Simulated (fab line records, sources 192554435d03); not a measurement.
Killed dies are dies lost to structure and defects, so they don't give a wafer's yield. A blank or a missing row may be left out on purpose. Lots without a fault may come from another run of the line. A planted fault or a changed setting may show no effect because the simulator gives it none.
fab line records | flow n5_finfet
record lots=4 wafers=10 last_day=19
route steps=1938 shown BEOL_M0_SAQP@657 BEOL_M0@715 BEOL_M4@1111 PASSIVATION@1936
lots that met no fault: from a run of the same line without faults
start_h: hours from the record's first day to the start of the lot's first wafer shown | wait_h: hours since the lot's step before | " the same as in the row above | L1.1+2: a row that stands for several wafers | - no value, or no start given | * or withheld: withheld | < > ~ a bound
route shown NAME@n: a module of which the file shows steps, and the number in the route of the first | usual: mean/standard deviation of fault-free wafers | same: alike in all rows | chamber/n: place in a boat | sites: the reading at each site | _std_site: their standard deviation | _edge_site: outer sites' mean less inner sites' | radius_mm: how far each site lies from the wafer's centre | mask NAME#n: copy n | behind: the tool/chamber that last shaped the wafer | hold: why the lot was held/for how many hours/how that ended | device: the transistor (n, p or np) that didn't switch | end of line: the same wafers' tests at the end of the route | a step without rows: its recipe alone | killed: dies lost to structure and defects at the first sort, not the wafer's yield | map: a wafer's dies, x killed, . not, _ none there
set.NAME: the setting as run; set.NAME@STEP: as run at that earlier step | model.NAME: the simulator's own value behind a step, which no gauge read
lots at some steps of the route; a table a step, a row a wafer
services: from which hour (start_h, from the record's first day; less than 0 if before it) a tool's chamber was out of use, for how many hours, and why
## steps
# step N5_BEOL_M0_SAQP_STRIP_113
# recipe chemistry=CHF3/O2 resist=SiARC rf_frequency_hz=6e+07
# step N5_BEOL_M0_SAQP_MANDREL_ETCH_20
# recipe target_depth_a=600 chemistry=HBr/Cl2 target=a-Si stop_on=SiNx bt_time_s=10 mask_material=SOC over_etch_frac=0.5 time_s=30 pressure_mtorr=10 icp_w=800 bias_w=75 HBr_flow_sccm=150 Cl2_flow_sccm=80 ends=end_point
# step N5_BEOL_M0_SAQP_STRIP_86
# recipe chemistry=N2/H2 power_w=500 temp_c=40 pressure_mtorr=50 rf_frequency_hz=6e+07 overash_fraction=0.3 bias_power_w=28 h2_frac=0.5 n2_flow_sccm=300 h2_flow_sccm=300
# step N5_BEOL_M0_SAQP_STRIP_115
# recipe chemistry=post_etch_residue_remover time_s=60 temp_c=25 remover_ph=withheld remover_water_wt_pct=withheld remover_fluoride_wt_pct=withheld
# step N5_BEOL_M0_SAQP_SRD_93
# recipe dry=ipa_marangoni time_s=30 temp_c=23 rinse_liquid=diw
# step N5_BEOL_M0_SAQP_RECESS_114
# recipe chemistry=HF/NH3 target=SiO2 target_depth_a=144 afs_cycles=3 temp_c=30 sublimation_temp_c=180 sublimation_time_s=60
# step N5_BEOL_M0_SAQP_SPACER1_ALD_98
# recipe material=SiO2 target_thk_a=128 temp_c=300 ald_precursor_family=BDEAS ald_co_reactant=O2-plasma pulse_time_s=1 purge_time_s=2 co_reactant_purge_time_s=2 ald_cycles=138 pressure_torr=2
# step N5_BEOL_M0_SAQP_SPACER1_ETCHBACK_99
# recipe chemistry=CHF3/O2 mode=anisotropic_etchback target=SiO2 target_depth_a=154 time_s=7.7 pressure_mtorr=30 source_w=650 bias_w=170 Ar_flow_sccm=200 CHF3_flow_sccm=50 O2_flow_sccm=5 ion_energy_ev=200
# step N5_BEOL_M0_SAQP_MANDREL1_REMOVE_100
# recipe chemistry=HBr/Cl2/O2 bt_time_s=10 target=a-Si stop_on=SiNx endpoint=OES-SiCl over_etch_frac=0.85 icp_w=600 bias_w=30 HBr_flow_sccm=150 Cl2_flow_sccm=80 O2_flow_sccm=5 pressure_mtorr=10
# step N5_BEOL_M0_SAQP_ETCH_101
# recipe chemistry=CH3F/O2 target=SiNx mask_material=SiO2 target_depth_a=299 time_s=42.7 pressure_mtorr=30 source_w=395 bias_w=73 Ar_flow_sccm=150 CH3F_flow_sccm=30 O2_flow_sccm=20 ion_energy_ev=120
# step N5_BEOL_M0_SAQP_ETCH_102
# recipe chemistry=CF4 target=SiO2 target_depth_a=40 ion_energy_ev=350 time_s=4.4 pressure_mtorr=10 icp_w=800 bias_w=400 cf4_flow_sccm=80
# step N5_BEOL_M0_SAQP_MANDREL_ETCH_103
# recipe chemistry=HBr/Cl2 target=a-Si target_depth_a=450 bt_time_s=10 stop_on=SiCN mask_material=SiO2 over_etch_frac=0.8 time_s=27 pressure_mtorr=10 icp_w=800 bias_w=75 HBr_flow_sccm=150 Cl2_flow_sccm=80 ends=end_point
# usual bias_w=74.97/0.24 drypump_motor_current_A=5.6/0.39 oes_product_au=0.686/0.0091 throttle_valve_pct=35.45/0.26
# columns lot.wafer tool chamber start_h wait_h bias_w drypump_motor_current_A oes_product_au rf_hours_counter_h throttle_valve_pct model.SiCN_of_BEOL_M0_SAQP_PECVD_03.thk_nm
L574.1 rie_si-02 3 169.50 0.0 74.86 5.4 0.679 93 35.72 8.4
L574.3 " 0 " " 74.92 5.7 0.695 7 35.36 8.8
L574.5 " 3 " " 74.78 5.3 0.673 - 35.72 8.8
L578.3 rie_si-02 1 195.26 0.0 74.83 5.6 0.686 - 35.17 5.6
L578.6 " 1 " " 74.83 5.6 0.687 - 35.20 8.8
L582.3 rie_si-02 1 212.46 0.0 75.13 5.5 0.672 153 35.18 6
L582.4 " 0 " " 75.10 5.6 0.694 8 35.32 6.2
L587.1 rie_si-06 2 248.19 0.0 75.10 5.7 0.668 159 34.92 9
L587.3 " 1 " " 75.16 5.7 0.665 123 36.08 9
L587.6 " 2 " " 74.86 5.7 0.689 - 34.92 9
# step N5_BEOL_M0_SAQP_RECESS_104
# recipe chemistry=HF/NH3 target=SiO2 target_depth_a=180 afs_cycles=3 temp_c=30 sublimation_temp_c=180 sublimation_time_s=60
# step N5_BEOL_M0_SAQP_COAT_105
# recipe resist=SOC temp_c=250 time_s=60 spin_rpm=1500 resist_thk_nm=100
# step N5_BEOL_M0_SAQP_ETCH_106
# recipe chemistry=N2/H2 target=SOC target_depth_a=1500 stop_on=SiNx ion_energy_ev=100 bias_w=61 pressure_mtorr=30 source_w=850 n2_flow_sccm=200 h2_flow_sccm=200
# step N5_BEOL_M0_SAQP_ETCH_107
# recipe chemistry=CH3F/O2 target=SiNx target_depth_a=300 mask_material=SOC pressure_mtorr=30 source_w=395 bias_w=73 Ar_flow_sccm=150 CH3F_flow_sccm=30 O2_flow_sccm=20 ion_energy_ev=120
# step N5_BEOL_M0_SAQP_STRIP_108
# recipe chemistry=N2/H2 power_w=500 temp_c=40 pressure_mtorr=50 rf_frequency_hz=6e+07 overash_fraction=0.3 bias_power_w=28 h2_frac=0.5 n2_flow_sccm=300 h2_flow_sccm=300
# step N5_BEOL_M0_SAQP_RECESS_109
# recipe chemistry=HF/NH3 target=SiO2 target_depth_a=30 afs_cycles=1 temp_c=30 sublimation_temp_c=180 sublimation_time_s=60
# usual drypump_motor_current_A=6.22/0.22
# same afs_cycles=1
# columns lot.wafer tool chamber start_h wait_h drypump_motor_current_A model.SiCN_of_BEOL_M0_SAQP_PECVD_03.thk_nm
L574.1 vapor_etch-01 0 170.19 0.0 5.95 8.2
L574.3 " 0 " " 5.94 8.4
L574.5 " 1 " " 6.62 8.4
L578.3 vapor_etch-02 0 195.99 0.1 6.17 5.4
L578.6 " 1 " " 6.19 8.6
L582.3 vapor_etch-02 0 213.19 0.1 6.16 5.6
L582.4 " 1 " " 6.20 6
L587.1 vapor_etch-01 0 249.01 0.0 5.93 8.6
L587.3 " 1 " " 6.63 8.6
L587.6 " 1 " " 6.60 8.8
# step N5_BEOL_M0_SAQP_SPACER2_ALD_26
# recipe material=SiO2 target_thk_a=150 temp_c=300 ald_precursor_family=BDEAS ald_co_reactant=O2-plasma pulse_time_s=1 purge_time_s=2 co_reactant_purge_time_s=2 pressure_torr=2
# step N5_BEOL_M0_SAQP_SPACER2_ETCHBACK_27
# recipe chemistry=CHF3/O2 mode=anisotropic_etchback target=SiO2 target_depth_a=225 time_s=11.25 pressure_mtorr=30 source_w=650 bias_w=170 Ar_flow_sccm=200 CHF3_flow_sccm=50 O2_flow_sccm=5 ion_energy_ev=200
# step N5_BEOL_M0_SAQP_MANDREL2_REMOVE_110
# recipe chemistry=HBr/Cl2/O2 bt_time_s=10 target=a-Si stop_on=SiCN endpoint=OES-SiCl over_etch_frac=1 icp_w=600 bias_w=30 HBr_flow_sccm=150 Cl2_flow_sccm=80 O2_flow_sccm=5 pressure_mtorr=10
# step N5_BEOL_M0_SAQP_COAT_69
# recipe resist=SOC temp_c=250 time_s=60 spin_rpm=1500 resist_thk_nm=90
# step N5_BEOL_M0_SAQP_COAT_72
# recipe resist=SiARC temp_c=220 time_s=60 spin_rpm=1500 resist_thk_nm=15
# step N5_BEOL_M0_SAQP_COAT_87
# recipe resist=underlayer temp_c=205 time_s=60 spin_rpm=1500 resist_thk_nm=5
# step N5_BEOL_M0_SAQP_COAT_34
# recipe resist=CAR-EUV spin_rpm=1500 resist_thk_nm=30
# step N5_BEOL_M0_SAQP_EBR_36
# recipe solvent=PGMEA ebr_width_mm=1.5
# step N5_BEOL_M0_SAQP_SOFTBAKE_35
# recipe temp_c=110 time_s=60 resist=CAR-EUV
# step N5_BEOL_M0_SAQP_EXPOSE_37
# recipe mask_id=M0_CUT1 na=0.33 source_shape=annular sigma_inner=0.35 sigma_outer=0.8 polarization=unpolarized target_cd_nm=30 dose_mj=44.75
# step N5_BEOL_M0_SAQP_PEB_38
# recipe peb_temp_c=100 peb_time_s=60 resist=CAR-EUV
# step N5_BEOL_M0_SAQP_DEVELOP_39
# recipe develop_time_s=30 developer=TMAH resist=CAR-EUV rinse_liquid=surfactant_rinse dry=air_spin dev_temp_c=23
# step N5_BEOL_M0_SAQP_DESCUM_45
# recipe chemistry=O2 time_s=7 source_power_w=50 bias_power_w=20 pressure_mtorr=20 rf_frequency_hz=2.712e+07 temp_c=40 resist=CAR-EUV o2_flow_sccm=225
# step N5_BEOL_M0_SAQP_ETCH_88
# recipe chemistry=N2/H2 target=underlayer target_depth_a=65 time_s=5.2 ion_energy_ev=200 mask_material=CAR-EUV pressure_mtorr=30 source_w=840 bias_w=150 n2_flow_sccm=200 h2_flow_sccm=200 ends=cleared
# step N5_BEOL_M0_SAQP_ETCH_73
# recipe chemistry=CF4 target=SiARC target_depth_a=195 mask_material=CAR-EUV time_s=32.5 ion_energy_ev=80 pressure_mtorr=40 source_w=545 bias_w=36 Ar_flow_sccm=100 cf4_flow_sccm=100 ends=cleared
# step N5_BEOL_M0_SAQP_CUT_ETCH_46
# recipe chemistry=N2/H2 target=SOC target_depth_a=1350 overetch_a=270 temp_c=40 time_s=202.5 ion_energy_ev=200 mask_material=SiARC pressure_mtorr=30 source_w=840 bias_w=150 n2_flow_sccm=200 h2_flow_sccm=200
# step N5_BEOL_M0_SAQP_STRIP_74
# recipe chemistry=N2/H2 temp_c=40 n2_flow_sccm=200 h2_flow_sccm=200 rf_frequency_hz=6e+07
# step N5_BEOL_M0_SAQP_STRIP_89
# recipe chemistry=N2/H2 temp_c=40 n2_flow_sccm=200 h2_flow_sccm=200 rf_frequency_hz=6e+07
# step N5_BEOL_M0_SAQP_ALD_48
# recipe material=SiO2 target_thk_a=200 temp_c=100 ald_precursor_family=BDEAS ald_co_reactant=O2-plasma pulse_time_s=1 co_reactant_pulse_time_s=1 purge_time_s=2 co_reactant_purge_time_s=2 ald_cycles=139 pressure_torr=2
# step N5_BEOL_M0_ETCH_138
# recipe chemistry=CH3F/O2 target_depth_a=120 target=SiCN time_s=31.6 ion_energy_ev=120 pressure_mtorr=30 source_w=395 bias_w=75 Ar_flow_sccm=150 CH3F_flow_sccm=30 O2_flow_sccm=20 ends=cleared
# usual CH3F_flow_sccm=30.00/0.091 bias_w=74.98/0.24 drypump_motor_current_A=6.0/0.48 etch_rf_on_time_s=29.3/0.81 oes_product_au=0.67/0.082 rf_vpp_V=296.7/1.6 showerhead_plenum_p_Torr=1.97/0.064 throttle_valve_pct=16.32/0.29
# columns lot.wafer tool chamber start_h wait_h CH3F_flow_sccm bias_w drypump_motor_current_A etch_rf_on_time_s oes_product_au rf_hours_counter_h rf_vpp_V showerhead_plenum_p_Torr throttle_valve_pct model.etch.depth_nm
L574.1 rie_diel-01 2 173.90 0.0 29.95 74.95 6.5 28.4 0.64 152 294.6 1.91 16.63 8.154
L574.3 " 3 " " 30.06 75.47 6.0 28.4 0.79 30 296.7 1.96 15.86 8.435
L574.5 " 3 " " 30.02 75.14 6.0 28.6 0.78 - 296.0 1.96 15.87 8.482
L578.3 rie_diel-03 2 200.39 0.0 30.00 74.92 5.3 31.6 0.65 130 296.0 1.93 16.05 9.231
L578.6 " 3 " " 29.93 74.90 6.5 29.8 0.61 - 299.0 2.05 16.31 8.544
L582.3 rie_diel-01 0 216.91 0.0 30.10 75.63 6.4 32.3 0.60 205 300.2 2.07 16.65 9.231
L582.4 " 1 " " 29.81 75.16 5.7 31.2 0.75 38 297.9 1.94 16.27 9.231
L587.1 rie_diel-03 3 252.40 0.0 29.99 74.94 6.5 30.8 0.59 234 297.8 2.04 16.33 8.679
L587.3 " 2 " " 30.02 75.03 5.3 29.9 0.63 154 296.7 1.92 16.10 8.685
L587.6 " 3 " " 29.95 75.19 6.5 30.9 0.59 - 298.4 2.04 16.34 8.708
# step N5_BEOL_M0_ETCH_128
# recipe chemistry=CF4/N2 target_depth_a=120 overetch_a=51 target=SiCN time_s=21.4 ion_energy_ev=150 pressure_mtorr=40 source_w=430 bias_w=70 Ar_flow_sccm=100 cf4_flow_sccm=60 n2_flow_sccm=60
# usual bias_w=70.03/0.24 drypump_motor_current_A=5.9/0.47 oes_product_au=0.53/0.057 rf_vpp_V=381.7/2 showerhead_plenum_p_Torr=2.18/0.074 throttle_valve_pct=15.48/0.3
# same time_s=21.4
# columns lot.wafer tool chamber start_h wait_h bias_w drypump_motor_current_A oes_product_au rf_hours_counter_h rf_vpp_V showerhead_plenum_p_Torr throttle_valve_pct model.etch.depth_nm
L574.1 rie_diel-01 1 178.54 0.2 70.22 5.7 0.61 23 381.2 2.15 15.37 8.154
L574.3 " 2 " " 69.73 6.6 0.52 153 379.3 2.12 15.79 8.435
L574.5 " 2 " " 69.46 6.6 0.52 - 380.4 2.12 15.77 8.482
L578.3 rie_diel-04 0 201.45 0.0 69.67 6.0 0.61 140 382.5 2.21 15.80 12
L578.6 " 3 " " 69.80 5.2 0.48 - 378.9 2.08 15.37 8.544
L582.3 rie_diel-01 1 220.36 0.2 69.73 5.7 0.71 41 380.7 2.15 15.40 12
L582.4 " 2 " " 70.06 6.5 0.61 164 378.6 2.11 15.83 12
L587.1 rie_diel-04 0 260.28 0.7 69.59 6.0 0.51 166 381.3 2.20 15.87 8.679
L587.3 " 3 " " 69.91 5.2 0.66 4 386.5 2.34 14.91 8.685
L587.6 " 3 " " 69.82 5.2 0.66 - 386.4 2.34 14.89 8.708
# step N5_BEOL_M4_RC_MEAS_101
# usual DIBL_N=35.8/1.7 DIBL_P=35.3/2 IOFF_N=0.150/0.026 IOFF_P=0.194/0.029 ION_N=667/11 ION_P=456/7.1 SS_N=71.4/0.65 SS_P=73.1/0.64 VT_N=251/3 VT_P=-252/3.2
# columns lot.wafer tool chamber start_h wait_h DIBL_N[mV/V] DIBL_P[mV/V] IOFF_N[nA/um] IOFF_P[nA/um] ION_N[uA/um] ION_P[uA/um] SS_N[mV/dec] SS_P[mV/dec] VT_N[mV] VT_P[mV]
L574.1 prober-01 0 276.86 0.0 36.7 37.7 0.203 0.258 695 473 72.1 73.8 245 -245
L574.3 " 0 " " 34.6 35.8 0.151 0.226 674 463 71.8 73.1 249 -249
L574.5 " 0 " " 32.9 34.1 0.127 0.200 660 464 70.6 72.9 251 -250
L578.3 prober-01 0 287.26 0.3 36.0 35.9 0.151 0.202 671 460 70.7 73.5 250 -251
L578.6 " 0 " " 33.7 33.0 0.113 0.160 656 453 70.8 72.3 253 -254
L582.3 prober-01 0 328.23 0.5 39.4 37.0 0.190 0.205 678 460 71.7 73.9 249 -251
L582.4 " 0 " " 36.6 35.6 0.147 0.191 652 451 70.9 72.9 251 -254
L587.1 prober-02 0 347.58 0.0 36.7 35.5 0.155 0.222 672 466 71.4 73.3 251 -249
L587.3 " 0 " " 37.9 36.6 0.179 0.236 676 468 71.4 74.4 248 -250
L587.6 " 0 " " 38.9 37.1 0.201 0.247 681 461 71.9 73.6 247 -248
# step N5_PASSIVATION_PROBE_49
# usual defect_limited_yield=91.5/1.4 killed_at_M0_to_M3=34/11 killed_at_M4_up=15/6 killed_at_contacts=11/5.9 killed_at_front_end=37/11 killed_at_other=3.6/2.9 killed_dies=101/17 killed_open=66/12 killed_short=33/7.8 sort_bin_5_function=5.0/0.97 sort_bin_6_memory=3.2/0.65 sort_n_pass=1079/17 sort_yield_pct=91.4/1.4
# same gross_dies=1180 killed_at_back_side=0 sort_bin_4_leakage[%]=0 sort_bin_8_speed[%]=0
# columns lot.wafer tool chamber start_h wait_h defect_limited_yield[%] killed_at_M0_to_M3 killed_at_M4_up killed_at_contacts killed_at_front_end killed_at_other killed_dies killed_open killed_short sort_bin_5_function[%] sort_bin_6_memory[%] sort_n_pass sort_yield_pct[%]
L574.1 prober-01 - 381.38 0.0 90.9 13 15 19 56 4 107 64 40 4.7 3.8 1073 90.9
L574.3 prober-01 - 381.48 0.1 90.4 24 18 10 61 0 113 82 31 5.4 3.6 1067 90.4
L574.5 prober-01 - 381.58 0.2 90.7 28 7 8 67 0 110 78 31 5.3 3.9 1070 90.7
L578.3 prober-01 - 392.47 0.1 91.4 36 20 3 40 3 102 63 39 5.6 2.8 1078 91.4
L578.6 prober-01 - 392.62 0.3 90.4 44 11 9 46 3 113 73 40 5.8 3.5 1067 90.4
# killed by level:class
L574.1 STI_FIN_REVEAL:geometric_particle:open=20 MOL_CONTACT_COAG:geometric_particle:open=15 FIN_SAQP:geometric_particle:short=10 GATE_CUT:geometric_particle:open=5 FIN_SAQP:geometric_particle:open=4 GATE_CUT:geometric_particle:short=4 MOL_CONTACT_COAG:geometric_particle:short=4 BEOL_M5:geometric_particle:short=4
L574.3 STI_FIN_REVEAL:geometric_particle:open=30 FIN_SAQP:geometric_particle:short=10 MOL_CONTACT_COAG:geometric_particle:open=9 FIN_SAQP:geometric_particle:open=7 STI_FIN_REVEAL:geometric_particle:short=6 BEOL_M3:geometric_particle:open=5 BEOL_M0_SAQP:geometric_particle:open=4 BEOL_M4:geometric_particle:open=4
L574.5 STI_FIN_REVEAL:geometric_particle:open=25 FIN_SAQP:geometric_particle:short=12 BEOL_M2:geometric_particle:open=11 FIN_SAQP:geometric_particle:open=8 BEOL_M0_SAQP:geometric_particle:open=6 DUMMY_GATE:geometric_particle:open=6 MOL_CONTACT_COAG:geometric_particle:open=5 STARTING-WAFER:geometric_particle:open=5
L578.3 BEOL_M0_SAQP:geometric_particle:short=11 STI_FIN_REVEAL:geometric_particle:open=8 BEOL_M0_SAQP:geometric_particle:open=8 FIN_SAQP:geometric_particle:short=6 FIN_SAQP:geometric_particle:open=6 BEOL_M1:geometric_particle:open=6 BEOL_M2:geometric_particle:open=5 BEOL_M4:geometric_particle:open=5
L578.6 BEOL_M0_SAQP:geometric_particle:short=13 GATE_CUT:geometric_particle:short=10 BEOL_M0_SAQP:geometric_particle:open=9 STI_FIN_REVEAL:geometric_particle:open=8 GATE_CUT:geometric_particle:open=7 MOL_CONTACT_COAG:geometric_particle:open=7 BEOL_M1:geometric_particle:open=7 BEOL_M2:geometric_particle:open=7
## services
# columns tool chamber start_h hours kind
rie_diel-04 1 156.64 - clean
rie_diel-04 1 156.64 - consumable_replace:focus_ring
rie_diel-04 1 156.64 21.8 scheduled_down
rie_diel-04 1 156.64 21.8 vent_cycle
rie_diel-04 0 159.67 9.2 repair
rie_diel-04 3 166.89 6.3 repair
rie_si-02 3 174.52 23.4 repair
rie_si-02 0 175.83 7.0 repair
rie_diel-03 1 182.04 - clean
rie_diel-03 1 182.04 - consumable_replace:focus_ring
rie_diel-03 1 182.04 21.0 scheduled_down
rie_diel-03 1 182.04 21.0 vent_cycle
rie_si-02 0 193.10 3.9 repair
rie_diel-01 2 196.01 16.2 repair
rie_diel-04 3 217.41 - clean
rie_diel-04 3 217.41 - consumable_replace:focus_ring
rie_diel-04 3 217.41 - consumable_replace:showerhead
rie_diel-04 3 217.41 30.8 scheduled_down
rie_diel-04 3 217.41 30.8 vent_cycle
rie_si-06 - 218.94 2.8 pm
rie_si-02 0 232.10 4.7 repair
rie_diel-01 0 236.26 2.0 repair
rie_diel-01 1 242.72 9.3 repair
rie_diel-03 1 252.93 10.3 repair
## key
first_sign step=N5_BEOL_M0_ETCH_138 reading=etch_rf_on_time_s direction=up sigmas=3 usual=* struck=* wafers_moved=2
effect none on later readings
model_effect step=N5_BEOL_M0_SAQP_MANDREL_ETCH_103 value=SiCN_of_BEOL_M0_SAQP_PECVD_03.thk_nm without=8.933 struck=5.933
model_effect step=N5_BEOL_M0_SAQP_RECESS_109 value=SiCN_of_BEOL_M0_SAQP_PECVD_03.thk_nm without=8.667 struck=5.667
model_effect step=N5_BEOL_M0_ETCH_138 value=etch.depth_nm without=8.621 struck=9.231
model_effect step=N5_BEOL_M0_ETCH_128 value=etch.depth_nm without=8.621 struck=12
met_at N5_BEOL_M0_SAQP_MANDREL_ETCH_103
struck_wafers L578.3,L582.3,L582.4
onset_between 169.50 195.26
fault kind=process_parameter_drift tool=rie_si-02 chamber=- onset_h=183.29 steps=N5_BEOL_M0_SAQP_MANDREL_ETCH_103 channel=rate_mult offset=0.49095 shape=step end_h=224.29 scope=struck_wafers_only
